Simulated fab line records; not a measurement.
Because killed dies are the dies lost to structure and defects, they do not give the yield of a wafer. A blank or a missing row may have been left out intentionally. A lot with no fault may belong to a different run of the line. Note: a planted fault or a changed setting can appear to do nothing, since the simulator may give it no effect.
Chamber matching ; flow nand-harc ; rie-diel-13 running NHARC_A_STAIRCASE_DESCUM_11: 4 sister chambers
The step chemistry O2, time 3 s. 18 wafers are shown with their chamber, then 9 later ones without.

EACH WAFER AND ITS CHAMBER
wafer;chamber;showerhead-plenum-p-Torr (Torr);drypump-motor-current-A (A);throttle-valve-pct (%)
L074.1;0;1.85;5.4;11.305
L074.3;2;1.87;6.3;11.321
L074.5;3;1.78;5.4;11.316
L075.1;3;1.78;5.4;11.285
L075.2;0;1.85;5.4;11.308
L075.3;1;1.78;6.4;11.320
L077.1;0;1.85;5.4;11.319
L077.5;3;1.78;5.3;11.290
L077.6;2;1.87;6.3;11.325
L079.1;0;1.85;5.4;11.296
L079.2;1;1.78;6.5;11.295
L079.3;3;1.78;5.3;11.318
L081.1;0;1.84;5.4;11.310
L081.3;3;1.78;5.4;11.324
L081.4;0;1.84;5.4;11.307
L083.3;0;1.84;5.4;11.314
L083.4;3;1.78;5.3;11.300
L083.6;3;1.78;5.3;11.310

SIGNATURES (averages over the wafers above)
reading;chamber 0;chamber 1;chamber 2;chamber 3;scatter within a chamber
showerhead-plenum-p-Torr;1.8457;1.7800;1.8700;1.7800;0.0035
drypump-motor-current-A;5.400;6.450;6.300;5.343;0.0398
throttle-valve-pct;11.30843;11.30750;11.32300;11.30614;0.0118
Rule: for each reading, subtract the chamber's mean from the wafer's reading, divide by that reading's scatter and square the result; add these up over the readings and take the root, which gives the wafer's distance from the chamber. The wafer belongs to the nearest chamber; if the next one is less than 2 further off, it can't be placed. The scatter: the root of (the sum of the squares of (reading less its chamber's mean) over the shown wafers, divided by (wafers less chambers)).

WAFERS WITHOUT THEIR CHAMBER
wafer;showerhead-plenum-p-Torr (Torr);drypump-motor-current-A (A);throttle-valve-pct (%)
L085.2;1.77;5.3;11.322
L085.4;1.84;5.4;11.312
L085.6;1.77;5.4;11.310
L086.1;1.86;6.3;11.318
L086.4;1.77;5.4;11.313
L086.6;1.77;6.4;11.317
L092.2;1.77;6.4;11.304
L092.3;1.84;5.4;11.310
L092.4;1.77;5.4;11.309

CHAMBER TAKEN BY EACH
wafer;from the rows above;in truth
L085.2;3;3
L085.4;0;0
L085.6;3;3
L086.1;2;2
L086.4;3;3
L086.6;1;1
L092.2;1;1
L092.3;0;0
L092.4;3;3
9 of 9 placed correctly. Can't be placed from these rows: 0. Wrongly placed: 0.
